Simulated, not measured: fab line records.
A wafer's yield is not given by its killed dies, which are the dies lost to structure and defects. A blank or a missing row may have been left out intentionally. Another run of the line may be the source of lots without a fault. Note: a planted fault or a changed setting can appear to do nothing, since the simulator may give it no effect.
Matching of chambers + flow n5-finfet + 3 sister chambers for N5_BEOL_M7_ILD_DEP_00 on pecvd-04
The step deposits SiCOH lowk from DEMS/porogen, target thk 179.75 nm, time 33.4 s. 3 wafers are shown with their chamber, then 12 later ones without.

## WAFERS WITH THEIR CHAMBER
| wafer  | chamber | throttle-valve-pct (%) |
|--------|---------|------------------------|
| L082.6 | 0       | 13.6                   |
| L090.3 | 1       | 12.6                   |
| L090.6 | 2       | 13.1                   |

## WAFERS MISSING THEIR CHAMBER
| wafer  | throttle-valve-pct (%) |
|--------|------------------------|
| L091.1 | 13.8                   |
| L091.2 | 13.1                   |
| L091.3 | 12.8                   |
| L093.1 | 13.5                   |
| L093.5 | 12.6                   |
| L093.6 | 13.3                   |
| L096.1 | 12.5                   |
| L096.3 | 13.8                   |
| L096.6 | 13.9                   |
| L097.3 | 12.9                   |
| L097.4 | 12.8                   |
| L097.6 | 13.5                   |

## CHAMBER TAKEN BY EACH
| wafer  | from the rows above     | in truth |
|--------|-------------------------|----------|
| L091.1 | 0                       | 0        |
| L091.2 | 2                       | 2        |
| L091.3 | can't be placed: 1 or 2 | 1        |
| L093.1 | can't be placed: 0 or 2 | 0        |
| L093.5 | 1                       | 1        |
| L093.6 | can't be placed: 2 or 0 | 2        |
| L096.1 | 1                       | 1        |
| L096.3 | 0                       | 0        |
| L096.6 | 0                       | 0        |
| L097.3 | can't be placed: 2 or 1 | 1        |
| L097.4 | can't be placed: 1 or 2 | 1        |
| L097.6 | can't be placed: 0 or 2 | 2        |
Placed correctly: 6 of 12. Can't be placed from these rows: 6 (the true chamber is among the candidates in 6). Number placed wrongly: 0.
How it was worked out, from the rows above alone: a wafer's distance from a chamber is the root of the sum, over the readings, of the square of ((its reading less the chamber's mean) divided by the reading's scatter). If the next closest chamber is less than 2 further off than the closest, the wafer can't be placed; otherwise it belongs to the closest. For every chamber, the mean is computed from those of its wafers that are shown. The scatter (one wafer shown for each chamber): square how far every hidden wafer sits from the nearest shown wafer, average those squares and take the square root.
